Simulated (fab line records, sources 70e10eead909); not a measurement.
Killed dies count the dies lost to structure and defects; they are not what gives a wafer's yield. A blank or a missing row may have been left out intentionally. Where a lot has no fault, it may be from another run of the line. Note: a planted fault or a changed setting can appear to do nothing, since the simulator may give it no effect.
fab line records	flow nand-harc	part 1 of 2: steps 1 to 3 of 6
record lots=24	wafers=72	last-day=34
route steps=1302 shown P_ZERO_WELL@17 P_STI@87 P_GATE@122
lots with no fault: from the same line, run without faults
start-h: the number of hours between the record's first day and the start of the first shown wafer of the lot	wait-h: hours since the lot's step before	" same as the row above	L1.1+2: one row covering several wafers at once	- no value, or no start was given	* or withheld: withheld	< > ~ a bound
route shown NAME@n: names a module that has steps shown in the file, with the first one's number in the route	usual: mean/standard deviation taken from wafers without a fault	same: alike in all rows	chamber/n: place in a boat	sites: the reading at each site	_std_site: the values' standard deviation	_edge_site: mean of outer sites minus mean of inner sites	radius-mm: for every site, how far away it sits from the centre of the wafer	mask NAME#n: copy n	behind: the last tool/chamber to shape the wafer	hold: reason for holding the lot/hours on hold/outcome of the hold	device: whichever transistor did not switch (one of n, p or np)	end of line: at the end of the route, the tests of the same wafers	for a step that has no rows: nothing shown but its recipe	killed: the dies lost at the first sort to structure and to defects; this is not the yield of the wafer	map: the dies of a wafer, with x for killed, . for not killed, _ for no die there
set.NAME: the setting that was run; set.NAME@STEP: the one run at that earlier step	model.NAME: the simulator's own value behind a step, which no gauge read
the route's steps for a sample of lots (tables are steps, rows are wafers)
services: when a tool's chamber went out of use (start-h, in hours from the record's first day, below 0 if earlier), for how many hours, and the reason
## steps
# step NHARC_P_ZERO_WELL_ETCH_65
# recipe target-depth-a=800	overetch-a=240	time-s=87.88	ion-energy-ev=200	n2-flow-sccm=150	h2-flow-sccm=150	ar-flow-sccm=0	rf-w=400	bias-w=150	chemistry=N2/H2
# usual chamber-pressure-mTorr=30.001/0.029	drypump-motor-current-A=5.7/0.34	oes-product-au=1.004/0.012	rf-vpp-V=431/3	showerhead-plenum-p-Torr=2.04/0.11	throttle-valve-pct=14.171/0.0088
lot.wafer	tool	chamber	start-h	wait-h	chamber-pressure-mTorr	drypump-motor-current-A	oes-product-au	rf-hours-counter-h	rf-vpp-V	showerhead-plenum-p-Torr	throttle-valve-pct
L074.3	rie-diel-09	3	21.65	0.1	29.976	5.3	1.000	16	431	2.02	14.167
L074.1	"	0	"	"	29.992	6.0	1.003	16	426	1.88	14.156
L074.6	"	1	"	"	29.967	5.9	0.983	-	430	2.00	14.163
L075.2	rie-diel-13	2	32.79	0.2	30.009	5.2	0.993	12	435	2.16	14.161
L075.1	"	3	"	"	30.000	5.2	1.003	14	436	2.21	14.172
L075.5	"	0	"	"	29.989	5.6	1.028	-	431	2.08	14.176
L076.2	rie-diel-04	3	41.49	0.1	30.017	6.2	1.015	11	430	1.98	14.177
L076.3	"	0	"	"	29.968	5.7	1.012	11	435	2.21	14.170
L076.5	"	3	"	"	29.971	6.2	1.011	-	430	1.98	14.182
L077.1	rie-diel-13	1	51.53	0.1	30.009	5.9	1.008	19	427	1.95	14.181
L077.2	"	2	"	"	30.024	5.2	0.987	16	432	2.16	14.186
L077.3	"	3	"	"	29.993	5.2	0.984	18	436	2.21	14.173
L078.2	rie-diel-09	1	61.50	0.1	29.996	5.9	1.000	29	430	2.00	14.188
L078.4	"	2	"	"	30.040	6.2	0.989	17	432	2.15	14.163
L078.6	"	3	"	"	30.012	5.4	1.005	-	430	2.02	14.177
L079.3	rie-diel-04	0	71.37	0.1	29.996	5.7	1.013	23	434	2.21	14.167
L079.6	"	3	"	"	30.017	6.2	1.004	-	430	1.97	14.172
L079.5	"	0	"	"	30.016	5.7	1.008	-	435	2.21	14.144
L080.1	rie-diel-04	2	81.47	0.1	30.020	5.6	0.999	19	428	1.93	14.173
L080.3	"	0	"	"	29.993	5.7	1.014	25	436	2.21	14.174
L080.6	"	3	"	"	30.053	6.2	1.014	-	429	1.97	14.163
L081.2	rie-diel-09	3	91.52	0.1	30.023	5.4	1.015	32	429	2.02	14.169
L081.4	"	0	"	"	30.023	6.0	0.993	35	425	1.88	14.178
L081.5	"	1	"	"	30.028	5.9	0.991	-	429	1.99	14.160
L082.2	rie-diel-09	3	101.69	0.3	29.959	5.4	1.007	34	431	2.02	14.158
L082.4	"	3	"	"	29.981	5.3	1.007	-	430	2.02	14.173
L082.6	"	0	"	"	29.968	6.0	1.003	-	425	1.88	14.161
L083.4	rie-diel-04	3	111.47	0.1	29.981	6.2	1.014	31	429	1.97	14.178
L083.3	"	0	"	"	29.982	5.7	1.029	33	433	2.21	14.163
L083.1	"	2	"	"	30.007	5.6	1.003	29	428	1.92	14.179
L084.3	rie-diel-09	2	121.50	0.1	30.022	6.2	0.990	38	434	2.15	14.175
L084.5	"	3	"	"	30.010	5.4	1.010	-	429	2.02	14.163
L084.6	"	0	"	"	30.012	6.0	1.002	-	424	1.87	14.169
L085.1	rie-diel-04	1	131.36	0.1	30.040	5.4	1.004	40	431	2.04	14.167
L085.6	"	0	"	"	30.016	5.7	1.021	-	435	2.20	14.176
L085.5	"	1	"	"	29.945	5.4	0.997	-	431	2.04	14.164
L086.1	rie-diel-09	3	141.49	0.1	30.033	5.4	1.013	49	430	2.01	14.185
L086.5	"	3	"	"	30.050	5.4	1.016	-	429	2.01	14.175
L086.6	"	0	"	"	30.017	6.0	0.989	-	426	1.87	14.163
L087.3	rie-diel-04	0	151.50	0.1	30.024	5.7	1.014	48	436	2.20	14.161
L087.1	"	1	"	"	30.004	5.4	0.994	48	430	2.04	14.165
L087.6	"	3	"	"	29.939	6.2	1.018	-	430	1.97	14.166
L088.4	rie-diel-13	1	161.49	0.1	30.074	5.9	1.017	56	429	1.94	14.173
L088.6	"	3	"	"	30.027	5.2	0.997	-	435	2.20	14.176
L088.5	"	0	"	"	29.989	5.6	1.028	-	431	2.06	14.175
L089.3	rie-diel-09	2	172.51	0.6	29.985	6.2	1.000	7	433	2.14	14.169
L089.6	"	3	"	"	30.022	5.4	1.026	-	431	2.01	14.172
L089.5	"	2	"	"	29.972	6.2	1.004	-	432	2.14	14.168
L090.4	rie-diel-09	3	183.51	0.2	29.973	5.4	1.020	12	428	2.01	14.174
L090.2	"	0	"	"	29.984	6.0	0.995	9	436	2.22	14.160
L090.3	"	1	"	"	30.019	5.9	0.991	12	428	1.98	14.169
L091.3	rie-diel-04	3	191.37	0.1	29.965	6.2	0.991	1	429	1.96	14.157
L091.6	"	1	"	"	29.989	5.4	0.987	-	430	2.03	14.176
L091.5	"	2	"	"	29.995	5.6	0.982	-	427	1.92	14.166
L092.3	rie-diel-09	0	201.40	0.1	29.935	6.1	1.005	14	436	2.21	14.165
L092.5	"	3	"	"	29.984	5.3	1.028	-	430	2.01	14.172
L092.6	"	0	"	"	29.998	6.0	0.989	-	435	2.21	14.170
L093.3	rie-diel-13	0	211.51	0.1	30.025	5.6	1.009	10	431	2.06	14.165
L093.1	"	1	"	"	30.030	5.9	1.002	12	428	1.94	14.169
L093.6	"	3	"	"	29.986	5.2	0.999	-	433	2.19	14.180
L094.2	rie-diel-09	0	221.56	0.1	30.003	6.0	1.007	20	437	2.21	14.172
L094.4	"	3	"	"	29.996	5.4	1.022	27	430	2.00	14.197
L094.6	"	1	"	"	30.035	5.9	1.011	-	430	1.98	14.164
L095.2	rie-diel-04	0	231.49	0.1	30.037	5.8	1.011	13	434	2.19	14.162
L095.3	"	1	"	"	29.979	5.5	0.994	10	431	2.03	14.168
L095.5	"	2	"	"	30.041	5.6	0.995	-	427	1.91	14.180
L096.1	rie-diel-09	3	241.49	0.1	29.967	5.4	1.023	36	430	2.00	14.170
L096.2	"	0	"	"	29.970	6.1	0.998	29	435	2.21	14.174
L096.3	"	1	"	"	29.977	5.9	1.001	32	429	1.98	14.164
L097.4	rie-diel-13	3	251.52	0.1	29.996	5.2	0.996	23	436	2.19	14.159
L097.2	"	0	"	"	29.963	5.6	1.013	22	431	2.05	14.164
L097.6	"	2	"	"	29.986	5.2	1.013	-	433	2.13	14.161
# step NHARC_P_ZERO_WELL_DESCUM_39
# recipe time-s=3	o2-flow-sccm=200	ar-flow-sccm=0	bias-power-w=0	chemistry=O2
# usual chamber-pressure-mTorr=60.00/0.051	drypump-motor-current-A=5.7/0.35	oes-product-au=1.006/0.012	rf-vpp-V=57.8/0.91	showerhead-plenum-p-Torr=1.93/0.094	throttle-valve-pct=11.311/0.008
# same bias-power-w=0
lot.wafer	tool	chamber	start-h	wait-h	chamber-pressure-mTorr	drypump-motor-current-A	oes-product-au	rf-hours-counter-h	rf-vpp-V	showerhead-plenum-p-Torr	throttle-valve-pct
L074.1	rie-diel-09	2	24.62	-	60.00	6.2	0.984	7	58.1	2.02	11.304
L074.3	"	0	"	"	60.02	6.1	1.007	17	56.5	1.77	11.300
L074.6	"	3	"	"	59.95	5.4	0.997	-	58.7	1.90	11.314
L075.1	rie-diel-04	3	35.83	-	60.01	6.2	1.021	10	56.2	1.85	11.311
L075.2	"	1	"	"	60.02	5.5	0.989	8	58.6	1.93	11.311
L075.5	"	3	"	"	60.05	6.2	1.021	-	57.9	1.86	11.321
L076.3	rie-diel-13	2	44.39	-	60.04	5.2	0.985	15	57.5	2.02	11.308
L076.2	"	0	"	"	59.97	5.6	1.019	19	56.0	1.95	11.312
L076.5	"	2	"	"	59.95	5.2	0.988	-	58.5	2.02	11.310
L077.2	rie-diel-04	2	54.34	-	60.04	5.6	1.006	13	58.1	1.81	11.316
L077.1	"	3	"	"	60.01	6.2	1.015	15	57.8	1.85	11.315
L077.3	"	0	"	"	59.93	5.7	1.013	17	58.3	2.07	11.312
L078.4	rie-diel-09	3	65.50	-	60.00	5.4	1.019	27	57.0	1.90	11.311
L078.2	"	0	"	"	60.03	6.0	0.991	32	57.7	1.77	11.312
L078.6	"	0	"	"	59.98	6.0	0.999	-	56.9	1.77	11.309
L079.3	rie-diel-04	0	74.17	-	59.98	5.7	1.008	23	58.4	2.07	11.307
L079.6	"	1	"	"	59.98	5.5	0.971	-	58.6	1.92	11.307
L079.5	"	2	"	"	59.97	5.6	0.996	-	57.1	1.81	11.314
L080.1	rie-diel-09	2	84.39	-	59.99	6.2	1.003	25	58.5	2.01	11.308
L080.3	"	0	"	"	60.01	6.1	0.985	35	57.3	1.77	11.325
L080.6	"	1	"	"	60.05	5.9	0.991	-	58.7	1.87	11.309
L081.4	rie-diel-09	2	94.29	-	60.04	6.2	0.992	27	57.9	2.01	11.318
L081.2	"	0	"	"	59.97	6.0	1.000	37	57.2	1.76	11.323
L081.5	"	2	"	"	60.06	6.2	0.992	-	59.1	2.01	11.313
L082.2	rie-diel-04	0	105.30	-	60.09	5.7	1.021	33	58.4	2.07	11.316
L082.4	"	1	"	"	59.99	5.4	0.983	31	57.5	1.92	11.329
L082.6	"	2	"	"	59.89	5.6	1.010	-	57.3	1.81	11.300
L083.3	rie-diel-13	3	114.26	-	60.02	5.2	0.994	45	58.4	2.06	11.315
L083.4	"	0	"	"	60.06	5.6	1.027	45	56.9	1.94	11.306
L083.1	"	1	"	"	60.00	5.8	1.011	44	59.0	1.83	11.323
L084.3	rie-diel-04	2	124.29	-	60.14	5.6	1.020	33	56.5	1.81	11.320
L084.6	"	1	"	"	59.96	5.4	0.991	-	55.8	1.92	11.307
L084.5	"	2	"	"	60.04	5.6	1.009	-	56.9	1.81	11.318
L085.1	rie-diel-04	0	134.04	-	60.00	5.7	1.032	42	57.6	2.06	11.316
L085.6	"	1	"	"	59.98	5.4	1.005	-	58.6	1.92	11.308
L085.5	"	2	"	"	59.98	5.6	1.021	-	57.0	1.81	11.310
L086.1	rie-diel-04	1	144.19	-	59.91	5.4	0.994	45	58.6	1.91	11.303
L086.5	"	3	"	"	60.05	6.2	1.016	-	56.6	1.85	11.316
L086.6	"	0	"	"	60.02	5.7	1.012	-	58.3	2.06	11.305
L087.3	rie-diel-09	2	154.28	-	59.96	6.3	0.995	1	58.4	2.01	11.307
L087.1	"	3	"	"	60.00	5.3	1.026	0	57.3	1.89	11.314
L087.6	"	2	"	"	60.05	6.2	0.991	-	58.0	2.01	11.326
L088.4	rie-diel-04	0	164.45	-	59.90	5.7	1.017	50	58.8	2.06	11.304
L088.5	"	1	"	"	59.92	5.4	0.989	-	57.8	1.91	11.302
L088.6	"	2	"	"	60.02	5.6	1.012	-	57.6	1.80	11.314
L089.3	rie-diel-13	1	175.50	-	60.03	5.8	1.025	0	56.7	1.82	11.312
L089.5	"	2	"	"	60.03	5.2	0.998	-	58.8	2.01	11.310
L089.6	"	3	"	"	59.96	5.2	1.005	-	58.5	2.06	11.318
L090.3	rie-diel-13	1	186.98	-	60.06	5.9	1.019	7	57.2	1.82	11.322
L090.2	"	2	"	"	59.98	5.2	0.997	8	57.8	2.00	11.310
L090.4	"	0	"	"	60.11	5.7	0.999	5	58.4	1.93	11.318
L091.3	rie-diel-13	2	194.29	-	60.00	5.2	1.016	9	57.8	2.00	11.307
L091.5	"	1	"	"	59.89	5.9	1.014	-	60.9	1.82	11.305
L091.6	"	2	"	"	59.97	5.2	0.998	-	58.6	2.00	11.302
L092.3	rie-diel-09	2	204.33	-	59.99	6.2	1.001	18	59.1	2.00	11.300
L092.6	"	3	"	"	60.05	5.3	1.019	-	57.6	1.88	11.315
L092.5	"	0	"	"	59.99	6.0	0.991	-	59.1	2.07	11.300
L093.1	rie-diel-09	2	215.29	-	59.90	6.2	1.006	27	57.0	2.00	11.317
L093.3	"	3	"	"	60.03	5.3	1.020	25	57.1	1.88	11.306
L093.6	"	3	"	"	59.98	5.3	1.006	-	58.8	1.88	11.307
L094.4	rie-diel-13	2	224.38	-	60.04	5.2	1.012	18	58.4	2.00	11.303
L094.2	"	3	"	"	60.04	5.2	1.000	15	58.2	2.05	11.312
L094.6	"	3	"	"	59.99	5.2	1.001	-	58.4	2.05	11.307
L095.2	rie-diel-09	2	234.41	-	59.96	6.2	0.999	36	56.6	2.00	11.320
L095.3	"	3	"	"	59.87	5.4	1.022	34	57.0	1.88	11.320
L095.5	"	3	"	"	59.98	5.4	1.020	-	57.6	1.88	11.330
L096.1	rie-diel-13	2	244.41	-	59.95	5.2	1.017	23	57.6	2.00	11.319
L096.2	"	3	"	"	59.96	5.2	0.997	21	56.5	2.05	11.302
L096.3	"	1	"	"	59.91	5.8	1.002	23	57.1	1.82	11.299
L097.4	rie-diel-13	1	254.56	-	59.91	5.9	0.998	26	58.9	1.82	11.312
L097.2	"	2	"	"	60.00	5.2	1.011	26	57.6	2.00	11.309
L097.6	"	1	"	"	60.00	5.9	1.009	-	57.1	1.82	11.297
# step NHARC_P_ZERO_WELL_CD_MEAS_52
# recipe target-cd-nm=2000	landing-energy-ev=500
# usual cd-nm=1999.4/2.2
lot.wafer	tool	chamber	start-h	wait-h	cd-nm
L074.1	cd-sem-01	0	26.10	-	2000.8
L074.3	"	0	"	"	2003.1
L074.6	"	0	"	"	1999.7
L075.1	cd-sem-01	0	37.31	-	2001.7
L075.2	"	0	"	"	2001.9
L075.5	"	0	"	"	2000.0
L076.2	cd-sem-01	0	45.86	-	1999.1
L076.3	"	0	"	"	2003.5
L076.5	"	0	"	"	1999.4
L077.1	cd-sem-01	0	55.81	-	2000.9
L077.2	"	0	"	"	1998.4
L077.3	"	0	"	"	1999.3
L078.2	cd-sem-01	0	66.99	-	1996.4
L078.4	"	0	"	"	1996.9
L078.6	"	0	"	"	1998.3
L079.3	cd-sem-03	0	75.49	-	2000.6
L079.5	"	0	"	"	1996.7
L079.6	"	0	"	"	2001.8
L080.1	cd-sem-03	0	85.86	-	2002.6
L080.3	"	0	"	"	2003.0
L080.6	"	0	"	"	1997.4
L081.2	cd-sem-02	0	95.76	-	1997.6
L081.4	"	0	"	"	2001.8
L081.5	"	0	"	"	2001.4
L082.2	cd-sem-01	0	106.76	-	2002.9
L082.4	"	0	"	"	2000.2
L082.6	"	0	"	"	2000.8
L083.1	cd-sem-02	0	115.72	-	2001.2
L083.3	"	0	"	"	2003.1
L083.4	"	0	"	"	1998.6
L084.3	cd-sem-03	0	125.65	-	1999.9
L084.5	"	0	"	"	2001.0
L084.6	"	0	"	"	1998.0
L085.1	cd-sem-01	0	135.47	-	1998.1
L085.5	"	0	"	"	1995.1
L085.6	"	0	"	"	2000.6
L086.1	cd-sem-03	0	145.53	-	2001.2
L086.5	"	0	"	"	2001.5
L086.6	"	0	"	"	1999.8
L087.1	cd-sem-01	0	157.41	-	2001.6
L087.3	"	0	"	"	2000.6
L087.6	"	0	"	"	1997.2
L088.4	cd-sem-01	0	165.78	-	1995.8
L088.5	"	0	"	"	1995.4
L088.6	"	0	"	"	2000.9
L089.3	cd-sem-02	0	176.83	-	1997.9
L089.5	"	0	"	"	1997.4
L089.6	"	0	"	"	1999.1
L090.2	cd-sem-02	0	188.34	-	1999.1
L090.3	"	0	"	"	1996.6
L090.4	"	0	"	"	1995.7
L091.3	cd-sem-01	0	195.63	-	1995.9
L091.5	"	0	"	"	1998.6
L091.6	"	0	"	"	1996.3
L092.3	cd-sem-03	0	205.77	-	1998.6
L092.5	"	0	"	"	2002.1
L092.6	"	0	"	"	1997.7
L093.1	cd-sem-02	0	216.77	-	2002.4
L093.3	"	0	"	"	2002.5
L093.6	"	0	"	"	1999.2
L094.2	cd-sem-03	0	225.86	-	1997.2
L094.4	"	0	"	"	1997.8
L094.6	"	0	"	"	2000.8
L095.2	cd-sem-02	0	235.92	-	2004.5
L095.3	"	0	"	"	1998.3
L095.5	"	0	"	"	1999.7
L096.1	cd-sem-03	0	245.89	-	2003.5
L096.2	"	0	"	"	2000.0
L096.3	"	0	"	"	2001.2
L097.2	cd-sem-03	0	256.03	-	2003.5
L097.4	"	0	"	"	2003.1
L097.6	"	0	"	"	1998.8
